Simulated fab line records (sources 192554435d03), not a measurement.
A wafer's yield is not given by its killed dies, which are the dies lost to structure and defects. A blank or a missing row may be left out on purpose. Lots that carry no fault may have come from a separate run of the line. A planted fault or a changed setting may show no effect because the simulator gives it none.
fab line records	flow n5_finfet	part 1 of 2: steps 1 to 4 of 6
[record] lots = 22	wafers = 66	last_day = 18
route steps=1938 shown WELL_APT@46 PMOS_HMC_CHANNEL_EPI@65 FIN_SAQP@130 FIN_CUT@166
lots untouched by any fault: they come from a run of this same line in which no faults occurred
start_h: hours from the record's opening day to when the first of the lot's shown wafers began	wait_h: how many hours have passed since the lot's step before this one	" identical to the entry in the row above	L1.1+2: several wafers, shown together as one row	- either no value or no given start	* or withheld: withheld	< > ~ a bound
route shown NAME@n: NAME is a module with steps in the file, n the number in the route of the first one	usual: mean/standard deviation taken from wafers without a fault	same: alike in all rows	chamber/n: place in a boat	sites: the reading at each site	_std_site: the standard deviation of these	_edge_site: outer sites' mean less inner sites'	radius_mm: for every site, how far away it sits from the centre of the wafer	mask NAME#n: copy n	behind: the last tool/chamber to shape the wafer	hold: why the lot went on hold/how many hours it stayed there/how the hold came to an end	device: whichever transistor did not switch (one of n, p or np)	end of line: the same wafers' tests at the end of the route	a step with no rows: only its recipe	killed: dies lost to structure and defects at the first sort, not the wafer's yield	map: a wafer's dies, marking killed ones x, the rest . and places with no die _
set.NAME: the run value of the setting; set.NAME@STEP: its run value at that earlier step	model.NAME: the simulator's own value behind a step, which no gauge read
route steps across a sampled set of lots; one table per step, one row per wafer
services: when a tool's chamber went out of use (start_h, in hours from the record's first day, below 0 if earlier), for how many hours, and the reason
[[steps]]
[step N5_WELL_APT_DESCUM_30]
[recipe] chemistry = O2	time_s = 7.9	source_power_w = 50	bias_power_w = 20	pressure_mtorr = 20	rf_frequency_hz = 2.712e+07	temp_c = 40	o2_flow_sccm = 225
[usual] drypump_motor_current_A = 5.7/0.41	oes_product_au = 0.77/0.09	rf_vpp_V = 242.7/1.1	showerhead_plenum_p_Torr = 2.07/0.056	temp_c = 40.01/0.11	throttle_valve_pct = 20.49/0.28
lot.wafer	tool	chamber	start_h	wait_h	drypump_motor_current_A	oes_product_au	rf_hours_counter_h	rf_vpp_V	showerhead_plenum_p_Torr	temp_c	throttle_valve_pct
L074.3	rie_diel-01	3	15.41	0.1	6.1	0.93	16	242.8	2.05	40.01	19.98
L074.4	"	0	"	"	4.8	0.72	169	244.0	2.08	39.86	20.67
L074.5	"	3	"	"	6.1	0.93	-	244.8	2.05	40.03	19.96
L075.3	rie_diel-03	1	21.33	0.0	5.8	0.70	220	244.5	2.18	40.12	20.38
L075.4	"	0	"	"	5.2	0.75	-	239.8	2.00	39.86	20.26
L075.6	"	1	"	"	5.8	0.70	-	244.7	2.18	39.91	20.38
L076.1	rie_diel-06	1	27.52	0.4	5.8	0.73	168	242.6	2.08	40.05	20.47
L076.2	"	3	"	"	6.0	0.71	175	242.4	2.11	39.91	20.88
L076.5	"	1	"	"	5.7	0.73	-	243.2	2.08	40.02	20.46
L077.1	rie_diel-06	1	32.90	0.0	5.7	0.74	171	243.9	2.07	40.11	20.48
L077.3	"	0	"	"	5.7	0.85	67	243.6	2.02	39.94	19.92
L077.6	"	1	"	"	5.7	0.73	-	242.1	2.08	40.33	20.48
L078.1	rie_diel-03	2	39.06	0.0	5.8	0.72	207	241.6	2.00	39.98	20.72
L078.4	"	0	"	"	5.2	0.74	143	241.1	2.00	40.15	20.26
L078.5	"	0	"	"	5.2	0.75	-	242.2	2.00	39.96	20.26
L079.1	rie_diel-03	0	45.05	0.1	5.2	0.75	145	241.8	2.00	40.09	20.26
L079.3	"	1	"	"	5.8	0.69	230	244.5	2.17	40.16	20.39
L079.5	"	3	"	"	5.8	0.86	-	243.1	2.14	40.00	20.58
L080.1	rie_diel-01	2	50.91	0.0	5.8	0.67	242	242.2	2.08	40.00	20.87
L080.4	"	1	"	"	6.4	0.71	207	240.8	2.08	40.07	20.67
L080.5	"	2	"	"	5.8	0.68	-	241.8	2.08	39.94	20.84
L081.1	rie_diel-03	1	57.04	0.0	5.8	0.69	234	244.2	2.17	39.92	20.40
L081.3	"	3	"	"	5.8	0.86	59	243.8	2.14	39.93	20.60
L081.6	"	0	"	"	5.2	0.75	-	241.9	2.00	40.14	20.26
L082.1	rie_diel-01	2	62.94	0.0	5.8	0.67	246	243.8	2.08	39.99	20.86
L082.4	"	0	"	"	4.8	0.71	185	243.9	2.07	40.12	20.70
L082.5	"	2	"	"	5.8	0.66	-	240.0	2.08	40.14	20.86
L083.3	rie_diel-06	0	68.79	0.0	5.8	0.82	80	241.1	2.01	40.05	19.95
L083.5	"	0	"	"	5.8	0.82	-	242.8	2.01	40.05	19.95
L083.6	"	3	"	"	6.0	0.69	-	241.4	2.10	40.06	20.89
L084.2	rie_diel-03	3	75.31	0.3	5.8	0.82	66	244.7	2.14	39.93	20.62
L084.5	"	0	"	"	5.2	0.73	-	241.8	1.99	40.05	20.26
L084.6	"	1	"	"	5.9	0.67	-	243.0	2.17	39.88	20.41
L085.2	rie_diel-03	2	80.90	0.0	5.8	0.71	223	241.0	1.99	40.12	20.74
L085.3	"	0	"	"	5.2	0.73	158	241.4	1.99	39.99	20.27
L085.5	"	2	"	"	5.8	0.71	-	240.2	1.99	40.10	20.73
L086.2	rie_diel-03	3	87.55	0.0	5.8	0.83	69	243.8	2.14	40.01	20.61
L086.3	"	1	"	"	5.8	0.67	245	244.7	2.17	40.02	20.42
L086.6	"	3	"	"	5.8	0.83	-	242.9	2.14	40.07	20.59
L087.3	rie_diel-06	3	93.04	0.0	6.0	0.68	199	243.1	2.10	39.77	20.92
L087.4	"	0	"	"	5.8	0.83	86	242.4	2.01	39.91	19.95
L087.5	"	0	"	"	5.7	0.82	-	240.6	2.01	39.72	19.95
L088.1	rie_diel-01	0	99.37	0.2	4.8	0.70	199	243.5	2.07	40.21	20.71
L088.2	"	1	"	"	6.3	0.69	226	242.2	2.07	40.08	20.69
L088.3	"	3	"	"	6.1	0.87	46	242.4	2.04	40.18	20.00
L089.1	rie_diel-03	2	105.14	0.0	5.8	0.71	231	241.6	1.99	39.98	20.75
L089.3	"	3	"	"	5.8	0.82	76	243.0	2.14	40.06	20.61
L089.5	"	3	"	"	5.8	0.84	-	242.8	2.14	40.09	20.63
L091.1	rie_diel-03	3	117.03	0.0	5.8	0.82	80	242.8	2.14	40.06	20.63
L091.4	"	2	"	"	5.9	0.71	-	240.7	1.99	39.90	20.74
L091.5	"	0	"	"	5.2	0.73	-	241.9	1.99	40.19	20.30
L092.2	rie_diel-06	1	123.12	0.0	5.7	0.71	200	242.3	2.06	39.89	20.53
L092.4	"	2	"	"	4.9	0.95	28	243.9	2.13	39.74	20.55
L092.6	"	0	"	"	5.8	0.82	-	242.2	2.01	39.94	19.95
L093.2	rie_diel-01	1	129.53	0.0	6.3	0.68	235	243.1	2.07	40.04	20.70
L093.3	"	0	"	"	4.8	0.69	210	243.2	2.07	39.87	20.74
L093.6	"	2	"	"	5.8	0.93	-	243.8	2.08	40.06	20.61
L094.1	rie_diel-01	1	135.36	0.3	6.3	0.68	238	241.7	2.07	39.88	20.70
L094.2	"	0	"	"	4.9	0.68	214	242.6	2.07	40.09	20.73
L094.4	"	1	"	"	6.3	0.67	-	242.5	2.07	40.14	20.69
L095.4	rie_diel-01	0	140.94	0.1	4.8	0.68	-	241.3	2.06	39.98	20.74
L095.5	"	3	"	"	6.1	0.85	-	243.4	2.04	40.08	20.03
L095.6	"	1	"	"	6.4	0.67	-	243.2	2.07	39.78	20.69
L097.2	rie_diel-01	1	152.90	0.0	6.3	0.67	246	243.0	2.07	40.17	20.72
L097.3	"	0	"	"	4.9	0.68	221	241.6	2.06	39.99	20.75
L097.6	"	2	"	"	5.8	0.92	-	241.7	2.07	40.13	20.62
[step N5_PMOS_HMC_CHANNEL_EPI_CD_MEAS_09]
[recipe] target_cd_nm = 237.4	landing_energy_ev = 500	detector = se_inlens
[usual] cd_nm = 237.5/1.2
lot.wafer	tool	chamber	start_h	wait_h	cd_nm
L074.3	cd_sem-01	0	17.70	-	237.2
L074.4	"	0	"	"	237.9
L074.5	"	0	"	"	237.1
L075.3	cd_sem-01	0	23.52	-	236.4
L075.4	"	0	"	"	236.6
L075.6	"	0	"	"	235.6
L076.1	cd_sem-02	0	29.60	-	239.0
L076.2	"	0	"	"	237.8
L076.5	"	0	"	"	237.5
L077.1	cd_sem-01	0	34.99	-	239.2
L077.3	"	0	"	"	239.1
L077.6	"	0	"	"	238.2
L078.1	cd_sem-03	0	41.60	-	237.9
L078.4	"	0	"	"	237.2
L078.5	"	0	"	"	237.6
L079.1	cd_sem-02	0	47.29	-	238.5
L079.3	"	0	"	"	238.1
L079.5	"	0	"	"	238.3
L080.1	cd_sem-01	0	52.99	-	238.0
L080.4	"	0	"	"	237.6
L080.5	"	0	"	"	236.2
L081.1	cd_sem-02	0	59.60	-	237.6
L081.3	"	0	"	"	237.9
L081.6	"	0	"	"	238.7
L082.1	cd_sem-03	0	65.07	-	238.8
L082.4	"	0	"	"	238.8
L082.5	"	0	"	"	238.1
L083.3	cd_sem-02	0	71.20	-	236.8
L083.5	"	0	"	"	236.0
L083.6	"	0	"	"	236.5
L084.2	cd_sem-03	0	77.73	-	237.9
L084.5	"	0	"	"	239.0
L084.6	"	0	"	"	239.3
L085.2	cd_sem-03	0	83.36	-	237.3
L085.3	"	0	"	"	236.0
L085.5	"	0	"	"	237.7
L086.2	cd_sem-03	0	90.02	-	235.2
L086.3	"	0	"	"	237.7
L086.6	"	0	"	"	236.4
L087.3	cd_sem-02	0	95.40	-	234.5
L087.4	"	0	"	"	235.2
L087.5	"	0	"	"	236.3
L088.1	cd_sem-03	0	101.68	-	237.9
L088.2	"	0	"	"	235.4
L088.3	"	0	"	"	236.0
L089.1	cd_sem-02	0	107.62	-	236.7
L089.3	"	0	"	"	238.0
L089.5	"	0	"	"	235.6
L091.1	cd_sem-02	0	119.39	-	237.8
L091.4	"	0	"	"	238.5
L091.5	"	0	"	"	236.7
L092.2	cd_sem-03	0	125.93	-	236.5
L092.4	"	0	"	"	237.6
L092.6	"	0	"	"	237.2
L093.2	cd_sem-03	0	132.39	-	239.4
L093.3	"	0	"	"	237.8
L093.6	"	0	"	"	238.4
L094.1	cd_sem-01	0	137.86	-	238.0
L094.2	"	0	"	"	237.4
L094.4	"	0	"	"	237.7
L095.4	cd_sem-02	0	143.47	-	238.1
L095.5	"	0	"	"	236.9
L095.6	"	0	"	"	239.2
L097.2	cd_sem-01	0	155.27	-	236.9
L097.3	"	0	"	"	236.6
L097.6	"	0	"	"	238.2
[step N5_FIN_SAQP_ETCH_65]
[recipe] chemistry = CF4	target = SiO2	target_depth_a = 40	ion_energy_ev = 350	time_s = 4.4	pressure_mtorr = 10	icp_w = 800	bias_w = 400	cf4_flow_sccm = 80
[usual] drypump_motor_current_A = 5.6/0.45	oes_product_au = 1.004/0.021	throttle_valve_pct = 21.85/0.3
lot.wafer	tool	chamber	start_h	wait_h	drypump_motor_current_A	oes_product_au	rf_hours_counter_h	throttle_valve_pct
L074.3	rie_si-05	1	25.17	0.1	5.8	1.019	95	21.80
L074.4	"	2	"	"	6.6	0.986	27	22.21
L074.5	"	3	"	"	5.4	0.963	-	22.24
L075.3	rie_si-04	2	30.58	0.1	5.0	1.029	141	22.02
L075.4	"	1	"	"	5.3	1.008	53	21.72
L075.6	"	0	"	"	5.0	0.991	-	21.59
L076.1	rie_si-05	0	37.81	0.1	6.0	1.007	61	21.27
L076.2	"	1	"	"	5.8	1.019	95	21.80
L076.5	"	1	"	"	5.8	1.017	-	21.82
L077.1	rie_si-04	1	43.45	0.1	5.2	1.020	54	21.73
L077.3	"	2	"	"	5.0	1.040	141	22.01
L077.6	"	3	"	"	5.2	1.005	-	21.58
L078.1	rie_si-03	1	48.93	0.1	5.8	1.027	103	22.06
L078.4	"	0	"	"	5.7	0.993	111	21.51
L078.5	"	2	"	"	5.4	1.024	-	22.10
L079.1	rie_si-03	3	54.61	0.1	5.8	0.989	129	22.01
L079.3	"	2	"	"	5.5	1.016	106	22.10
L079.5	"	1	"	"	5.8	1.011	-	22.07
L080.1	rie_si-05	1	60.42	0.1	5.8	1.024	95	21.82
L080.4	"	0	"	"	6.1	1.007	62	21.27
L080.5	"	3	"	"	5.4	0.963	-	22.26
L081.1	rie_si-04	2	66.57	0.1	5.0	1.037	142	21.99
L081.3	"	0	"	"	5.0	1.001	3	21.58
L081.6	"	1	"	"	5.2	1.009	-	21.72
L082.1	rie_si-03	1	72.34	0.1	5.8	1.034	104	22.05
L082.4	"	0	"	"	5.6	0.983	111	21.51
L082.5	"	0	"	"	5.7	0.981	-	21.52
L083.3	rie_si-04	1	78.82	0.1	5.2	1.010	54	21.73
L083.5	"	1	"	"	5.2	1.014	-	21.72
L083.6	"	2	"	"	5.0	1.042	-	22.01
L084.2	rie_si-03	1	85.09	0.1	5.8	1.033	104	22.08
L084.5	"	1	"	"	5.8	1.025	-	22.06
L084.6	"	0	"	"	5.6	0.982	-	21.50
L085.2	rie_si-05	0	93.23	0.1	6.1	1.002	63	21.28
L085.3	"	1	"	"	5.8	1.025	96	21.82
L085.5	"	1	"	"	5.8	1.020	-	21.81
L086.2	rie_si-05	2	97.75	0.1	6.6	0.992	28	22.21
L086.3	"	0	"	"	6.0	1.005	63	21.28
L086.6	"	2	"	"	6.6	0.996	-	22.20
L087.3	rie_si-04	3	103.39	0.1	5.2	1.006	153	21.59
L087.4	"	0	"	"	5.0	0.995	4	21.58
L087.5	"	1	"	"	5.2	1.006	-	21.72
L088.1	rie_si-04	0	108.80	0.1	5.0	1.000	4	21.59
L088.2	"	2	"	"	5.0	1.040	143	22.00
L088.3	"	3	"	"	5.2	1.020	153	21.60
L089.1	rie_si-05	1	116.20	0.1	5.8	1.018	96	21.83
L089.3	"	2	"	"	6.6	0.988	28	22.20
L089.5	"	0	"	"	6.0	1.004	-	21.27
L091.1	rie_si-03	1	127.19	0.1	5.8	1.035	105	22.08
L091.4	"	2	"	"	5.4	1.009	107	22.12
L091.5	"	0	"	"	5.7	0.979	-	21.50
L092.2	rie_si-05	1	133.85	0.1	5.8	1.011	97	21.82
L092.4	"	0	"	"	6.0	1.003	63	21.28
L092.6	"	1	"	"	5.8	1.019	-	21.82
L093.2	rie_si-03	1	138.90	0.1	5.8	1.029	105	22.07
L093.3	"	2	"	"	5.5	1.013	107	22.10
L093.6	"	3	"	"	5.8	0.999	-	22.02
L094.1	rie_si-04	2	145.78	0.1	5.0	1.038	143	22.01
L094.2	"	3	"	"	5.2	1.021	154	21.60
L094.4	"	1	"	"	5.2	1.010	55	21.71
L095.4	rie_si-05	3	151.56	0.1	5.4	0.975	44	22.25
L095.5	"	0	"	"	6.0	1.008	-	21.27
L095.6	"	3	"	"	5.4	0.971	-	22.26
L097.2	rie_si-03	1	162.77	0.1	5.8	1.033	106	22.08
L097.3	"	3	"	"	5.8	0.990	131	22.02
L097.6	"	1	"	"	5.8	1.026	-	22.06
[step N5_FIN_SAQP_STRIP_70]
[recipe] chemistry = N2/H2	power_w = 500	temp_c = 40	pressure_mtorr = 50	rf_frequency_hz = 6e+07	overash_fraction = 0.3	bias_power_w = 28	h2_frac = 0.5	n2_flow_sccm = 300	h2_flow_sccm = 300
[usual] drypump_motor_current_A = 5.7/0.47	oes_product_au = 0.76/0.098	rf_vpp_V = 121.6/0.84	showerhead_plenum_p_Torr = 3.31/0.065	temp_c = 40.01/0.11	throttle_valve_pct = 18.9/0.33
lot.wafer	tool	chamber	start_h	wait_h	drypump_motor_current_A	oes_product_au	rf_hours_counter_h	rf_vpp_V	showerhead_plenum_p_Torr	temp_c	throttle_valve_pct
L074.3	rie_diel-01	1	25.83	0.0	6.4	0.71	200	120.1	3.30	39.81	18.7
L074.4	"	2	"	"	5.8	0.67	234	120.6	3.29	39.99	18.9
L074.5	"	3	"	"	6.1	0.91	-	121.0	3.29	40.14	18.3
L075.3	rie_diel-03	1	31.32	0.0	5.9	0.70	224	121.6	3.45	40.13	18.5
L075.4	"	0	"	"	5.2	0.75	140	121.5	3.25	40.17	19.1
L075.6	"	0	"	"	5.2	0.75	-	120.4	3.25	40.17	19.1
L076.1	rie_diel-01	2	38.48	0.0	5.8	0.67	239	122.9	3.29	40.20	19.0
L076.2	"	0	"	"	4.8	0.71	177	121.5	3.34	39.98	19.1
L076.5	"	2	"	"	5.8	0.67	-	122.6	3.29	40.16	18.9
L077.1	rie_diel-06	1	44.11	0.0	5.8	0.73	175	121.6	3.32	40.17	18.9
L077.3	"	3	"	"	6.0	0.71	183	121.8	3.34	40.03	19.2
L077.6	"	3	"	"	6.0	0.71	-	120.6	3.34	39.85	19.2
L078.1	rie_diel-03	1	49.60	0.0	5.9	0.69	231	121.8	3.45	39.92	18.6
L078.4	"	0	"	"	5.2	0.74	147	121.5	3.25	39.98	19.2
L078.5	"	0	"	"	5.2	0.74	-	121.2	3.25	39.91	19.1
L079.1	rie_diel-01	3	55.27	0.0	6.1	0.91	29	121.4	3.29	39.86	18.3
L079.3	"	2	"	"	5.8	0.67	243	121.1	3.29	39.93	19.0
L079.5	"	1	"	"	6.3	0.71	-	122.5	3.29	39.96	18.7
L080.1	rie_diel-01	2	61.08	0.0	5.8	0.66	245	121.6	3.29	39.88	19.0
L080.4	"	1	"	"	6.4	0.70	212	120.6	3.29	40.14	18.7
L080.5	"	1	"	"	6.4	0.69	-	121.7	3.29	40.14	18.7
L081.1	rie_diel-01	0	67.23	0.0	4.9	0.71	187	122.5	3.34	40.17	19.1
L081.3	"	3	"	"	6.1	0.90	33	122.7	3.28	40.06	18.3
L081.6	"	3	"	"	6.1	0.89	-	122.2	3.28	40.11	18.3
L082.1	rie_diel-06	2	73.00	0.0	4.9	0.99	11	122.5	3.44	40.00	19.2
L082.4	"	0	"	"	5.7	0.82	82	120.9	3.25	40.06	18.3
L082.5	"	1	"	"	5.8	0.72	-	121.6	3.32	39.99	18.9
L083.3	rie_diel-03	0	79.48	0.0	5.2	0.74	157	119.9	3.24	40.01	19.2
L083.5	"	1	"	"	5.9	0.68	-	122.3	3.44	39.90	18.6
L083.6	"	2	"	"	5.9	0.72	-	121.8	3.19	39.78	19.1
L084.2	rie_diel-01	3	85.80	0.0	6.1	0.88	41	119.7	3.28	39.92	18.4
L084.5	"	1	"	"	6.4	0.70	-	121.8	3.29	40.04	18.7
L084.6	"	3	"	"	6.1	0.88	-	120.9	3.28	40.05	18.3
L085.2	rie_diel-06	0	93.89	0.0	5.8	0.81	87	121.6	3.24	40.16	18.3
L085.3	"	1	"	"	5.7	0.72	191	122.5	3.31	39.82	18.9
L085.5	"	2	"	"	4.9	0.96	-	122.5	3.43	40.04	19.2
L086.2	rie_diel-03	2	98.41	0.0	5.8	0.71	227	120.6	3.19	40.19	19.1
L086.3	"	0	"	"	5.2	0.74	162	122.7	3.24	39.90	19.2
L086.6	"	2	"	"	5.8	0.71	-	121.5	3.19	40.05	19.1
L087.3	rie_diel-06	1	104.06	0.0	5.7	0.71	195	122.1	3.31	39.88	18.9
L087.4	"	2	"	"	4.9	0.95	22	122.6	3.43	40.08	19.2
L087.5	"	1	"	"	5.7	0.70	-	121.0	3.31	40.00	18.9
L088.1	rie_diel-03	0	109.46	0.0	5.2	0.73	167	120.9	3.24	39.90	19.2
L088.2	"	2	"	"	5.8	0.70	233	119.5	3.19	40.03	19.1
L088.3	"	3	"	"	5.8	0.82	77	122.8	3.41	40.02	19.3
L089.1	rie_diel-06	0	116.86	0.0	5.7	0.81	94	121.0	3.24	40.03	18.4
L089.3	"	2	"	"	4.9	0.95	26	122.7	3.43	40.07	19.2
L089.5	"	2	"	"	4.9	0.95	-	122.2	3.43	40.04	19.2
L091.1	rie_diel-06	0	128.04	0.0	5.8	0.82	98	121.9	3.24	40.02	18.4
L091.4	"	0	"	"	5.8	0.82	-	121.5	3.24	40.11	18.4
L091.5	"	1	"	"	5.8	0.71	-	121.4	3.31	40.05	19.0
L092.2	rie_diel-06	1	134.60	0.0	5.8	0.71	206	120.9	3.31	39.90	19.0
L092.4	"	1	"	"	5.8	0.70	-	121.4	3.31	39.91	18.9
L092.6	"	3	"	"	6.0	0.67	-	120.7	3.32	40.08	19.3
L093.2	rie_diel-06	3	139.56	0.0	6.0	0.68	217	122.2	3.32	40.01	19.3
L093.3	"	0	"	"	5.8	0.80	104	122.0	3.23	40.13	18.4
L093.6	"	3	"	"	6.0	0.67	-	121.3	3.32	40.10	19.3
L094.1	rie_diel-01	0	146.59	0.0	4.9	0.68	218	121.6	3.32	39.93	19.2
L094.2	"	3	"	"	6.1	0.85	63	121.7	3.27	40.07	18.4
L094.4	"	3	"	"	6.1	0.85	-	121.0	3.27	40.22	18.4
L095.4	rie_diel-01	3	152.27	0.0	6.1	0.84	65	120.7	3.27	40.01	18.4
L095.5	"	0	"	"	4.9	0.69	-	122.8	3.32	39.81	19.2
L095.6	"	1	"	"	6.3	0.67	-	121.8	3.27	39.98	18.7
L097.2	rie_diel-01	2	163.44	0.0	5.8	0.90	22	121.2	3.27	40.29	18.6
L097.3	"	0	"	"	4.9	0.69	226	122.8	3.32	40.07	19.2
L097.6	"	3	"	"	6.1	0.84	-	120.4	3.27	39.94	18.4
